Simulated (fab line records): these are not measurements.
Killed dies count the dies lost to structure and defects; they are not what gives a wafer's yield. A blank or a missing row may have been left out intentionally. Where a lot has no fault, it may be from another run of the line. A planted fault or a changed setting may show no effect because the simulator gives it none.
Problem report in the 8D (eight disciplines) form, filled by code | flow nandHarc | the parts of the form that need people (team, actions taken, sign-off) are left out

1. PROBLEM STATEMENT
At NHARC_END_SORT_01, killedAtArray averages 662 over 3 wafers from 2 lots, while fault-free wafers read 28, standard deviation 8.9. That puts it +71 standard deviations away from the usual mean.
First seen on wafer L105.1, day 21 14:46, on prober-02. The record holds 6 wafers of 2 lots with a number at this step. Rule for "out", or "out of limits": more than 4 standard deviations from the usual mean. All remaining wafers that have a number are taken as sound.

2. WHAT IT IS, AND WHAT IT ISN'T
question                    | is                        | is not
which readings at this step | killedAtArray, killedDies | killedAtOther, killedAtPeriphery, killedOpen
which lots                  | L105, L109                | -
which wafers of those lots  | L105.1, L105.6, L109.1    | L105.4, L109.3, L109.6
read on which gauges        | prober-01, prober-02      | -
when                        | from day 21 14:46         | up to then (0 sound wafers); but 3 sound wafers of L105, L109 came after

3. SUSPECTS, AND WHAT RULES EACH OUT
Counting: a tool at a process step up to the reading stays a suspect if it ran every lot that is out. Sound lots after the first of them don't rule it out here, since some wafers of a struck lot are sound.
- ruled out: the gauge at NHARC_END_SORT_01. 2 gauges (prober-01, prober-02) read the wafers that are out.
- rieDiel-10 at NHARC_A_STAIRCASE_ETCH_25 (etches the open film in C4F8/O2, target depth 100 nm, time 40.5 s): kept. It ran every lot that is out, first L105 (day 13 00:58). Out on those wafers are its own readings of oesProductAu.
- rieDiel-10 at NHARC_A_STAIRCASE_TRIM_26 (chemistry O2, time 211.2 s): kept. It ran every lot that is out, first L105 (day 21 14:46). Because NHARC_A_STAIRCASE_TRIM_26 lacks a start for some lots, the hours and order of its lots are taken from NHARC_END_SORT_01.
- Within rieDiel-10 at NHARC_A_STAIRCASE_ETCH_25: the wafers that are out ran in chamber 0; their sound lot-mates ran in chambers 1, 2, 3.
The count leaves rieDiel-10 at NHARC_A_STAIRCASE_TRIM_26 and rieDiel-10 at NHARC_A_STAIRCASE_ETCH_25.

4. THE CAUSE (what the simulator had put in)
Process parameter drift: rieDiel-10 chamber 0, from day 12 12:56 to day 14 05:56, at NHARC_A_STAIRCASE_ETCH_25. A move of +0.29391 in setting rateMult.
Counting leaves 2 suspects; this tool is one of them.

5. THE CHAIN OF EFFECTS, in route order
Each row: a reading whose mean over the struck wafers that have a number lies more than 3 standard deviations from the usual. Scope: only readings with a usual standard deviation given in the record; hours: median across lots of the time from each lot's start at the first step in this table that gives one to its start at this step; sigmas: change in usual standard deviations.
hours | step                      | reading       | usual      | on struck wafers | change | sigmas
0     | NHARC_A_STAIRCASE_ETCH_25 | oesProductAu  | 0.945 a.u. | 1.112            | +0.167 | +17
209   | NHARC_END_SORT_01         | killedAtArray | 28         | 662              | +634   | +71
209   | NHARC_END_SORT_01         | killedDies    | 32         | 665              | +633   | +67
Its process steps:
- NHARC_A_STAIRCASE_ETCH_25: etches the open film in C4F8/O2, target depth 100 nm, time 40.5 s.

6. HOW IT WOULD HAVE BEEN CAUGHT EARLIER
The first out-of-limits reading at a measuring or inspecting step in this record came at day 21 14:46, 218 hours after the fault's start at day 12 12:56.
At NHARC_A_STAIRCASE_ETCH_25, the tool's own readings (oesProductAu) were out on each struck wafer the step has a row for, so an alarm limit on them would have fired on the first such wafer.
By day 21 14:46 the whole set of lots that are out, 2 in number, had already begun NHARC_A_STAIRCASE_ETCH_25 on rieDiel-10. Tool hold at that time: it would have spared none of them.
